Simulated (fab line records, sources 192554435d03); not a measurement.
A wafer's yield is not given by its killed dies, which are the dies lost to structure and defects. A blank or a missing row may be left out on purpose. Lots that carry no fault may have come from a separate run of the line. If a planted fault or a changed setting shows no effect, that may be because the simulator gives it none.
Chamber matching / flow n5-finfet / N5_FIN_SAQP_SPACER2_ETCHBACK_29 on rie-diel-06 has 4 sister chambers
The step etches SiO2 in CHF3/O2, target depth 12.2 nm, time 6.1 s. 16 wafers are shown with their chamber, then 8 later ones without.

## WAFERS, EACH WITH ITS CHAMBER
wafer=L078.1; chamber=2; drypump-motor-current-A (A)=6.8; throttle-valve-pct (%)=19.31; showerhead-plenum-p-Torr (Torr)=2.42
wafer=L078.4; chamber=0; drypump-motor-current-A (A)=5.8; throttle-valve-pct (%)=18.88; showerhead-plenum-p-Torr (Torr)=2.44
wafer=L078.5; chamber=0; drypump-motor-current-A (A)=5.8; throttle-valve-pct (%)=18.91; showerhead-plenum-p-Torr (Torr)=2.44
wafer=L081.1; chamber=3; drypump-motor-current-A (A)=5.4; throttle-valve-pct (%)=18.69; showerhead-plenum-p-Torr (Torr)=2.45
wafer=L081.2; chamber=2; drypump-motor-current-A (A)=6.8; throttle-valve-pct (%)=19.32; showerhead-plenum-p-Torr (Torr)=2.42
wafer=L081.5; chamber=0; drypump-motor-current-A (A)=5.8; throttle-valve-pct (%)=18.90; showerhead-plenum-p-Torr (Torr)=2.43
wafer=L083.1; chamber=0; drypump-motor-current-A (A)=5.7; throttle-valve-pct (%)=18.93; showerhead-plenum-p-Torr (Torr)=2.43
wafer=L083.2; chamber=2; drypump-motor-current-A (A)=6.8; throttle-valve-pct (%)=19.32; showerhead-plenum-p-Torr (Torr)=2.42
wafer=L083.5; chamber=3; drypump-motor-current-A (A)=5.4; throttle-valve-pct (%)=18.71; showerhead-plenum-p-Torr (Torr)=2.45
wafer=L085.2; chamber=2; drypump-motor-current-A (A)=6.9; throttle-valve-pct (%)=19.35; showerhead-plenum-p-Torr (Torr)=2.42
wafer=L085.5; chamber=2; drypump-motor-current-A (A)=6.8; throttle-valve-pct (%)=19.31; showerhead-plenum-p-Torr (Torr)=2.42
wafer=L085.6; chamber=1; drypump-motor-current-A (A)=5.8; throttle-valve-pct (%)=19.09; showerhead-plenum-p-Torr (Torr)=2.35
wafer=L090.1; chamber=2; drypump-motor-current-A (A)=6.8; throttle-valve-pct (%)=19.34; showerhead-plenum-p-Torr (Torr)=2.41
wafer=L090.4; chamber=0; drypump-motor-current-A (A)=5.8; throttle-valve-pct (%)=18.97; showerhead-plenum-p-Torr (Torr)=2.43
wafer=L090.5; chamber=2; drypump-motor-current-A (A)=6.8; throttle-valve-pct (%)=19.34; showerhead-plenum-p-Torr (Torr)=2.41
wafer=L092.1; chamber=0; drypump-motor-current-A (A)=5.7; throttle-valve-pct (%)=18.96; showerhead-plenum-p-Torr (Torr)=2.42

SIGNATURES, as means of the wafers listed above
reading=drypump-motor-current-A; chamber 0=5.767; chamber 1=5.800; chamber 2=6.814; chamber 3=5.400; scatter within a chamber=0.0427
reading=throttle-valve-pct; chamber 0=18.9250; chamber 1=19.0900; chamber 2=19.3271; chamber 3=18.7000; scatter within a chamber=0.0256
reading=showerhead-plenum-p-Torr; chamber 0=2.4317; chamber 1=2.3500; chamber 2=2.4171; chamber 3=2.4500; scatter within a chamber=0.00596
Rule: for each reading, subtract the chamber's mean from the wafer's reading, divide by that reading's scatter and square the result; add these up over the readings and take the root, which gives the wafer's distance from the chamber. If the next closest chamber is less than 2 further off than the closest, the wafer can't be placed; otherwise it belongs to the closest. The scatter: the root of (the sum of the squares of (reading less its chamber's mean) over the shown wafers, divided by (wafers less chambers)).

## WAFERS WITH NO CHAMBER GIVEN
wafer=L092.4; drypump-motor-current-A (A)=5.4; throttle-valve-pct (%)=18.73; showerhead-plenum-p-Torr (Torr)=2.45
wafer=L092.5; drypump-motor-current-A (A)=5.8; throttle-valve-pct (%)=19.14; showerhead-plenum-p-Torr (Torr)=2.34
wafer=L093.1; drypump-motor-current-A (A)=5.8; throttle-valve-pct (%)=18.96; showerhead-plenum-p-Torr (Torr)=2.42
wafer=L093.4; drypump-motor-current-A (A)=5.8; throttle-valve-pct (%)=19.13; showerhead-plenum-p-Torr (Torr)=2.34
wafer=L093.6; drypump-motor-current-A (A)=5.4; throttle-valve-pct (%)=18.72; showerhead-plenum-p-Torr (Torr)=2.45
wafer=L097.2; drypump-motor-current-A (A)=5.4; throttle-valve-pct (%)=18.74; showerhead-plenum-p-Torr (Torr)=2.44
wafer=L097.4; drypump-motor-current-A (A)=5.8; throttle-valve-pct (%)=18.98; showerhead-plenum-p-Torr (Torr)=2.42
wafer=L097.6; drypump-motor-current-A (A)=5.4; throttle-valve-pct (%)=18.74; showerhead-plenum-p-Torr (Torr)=2.44

## CHAMBER TAKEN BY EACH
wafer=L092.4; from the rows above=3; in truth=3
wafer=L092.5; from the rows above=1; in truth=1
wafer=L093.1; from the rows above=0; in truth=0
wafer=L093.4; from the rows above=1; in truth=1
wafer=L093.6; from the rows above=3; in truth=3
wafer=L097.2; from the rows above=3; in truth=3
wafer=L097.4; from the rows above=0; in truth=0
wafer=L097.6; from the rows above=3; in truth=3
Correct placement for 8 of the 8. Number that these rows cannot place: 0. Wrongly placed: 0.
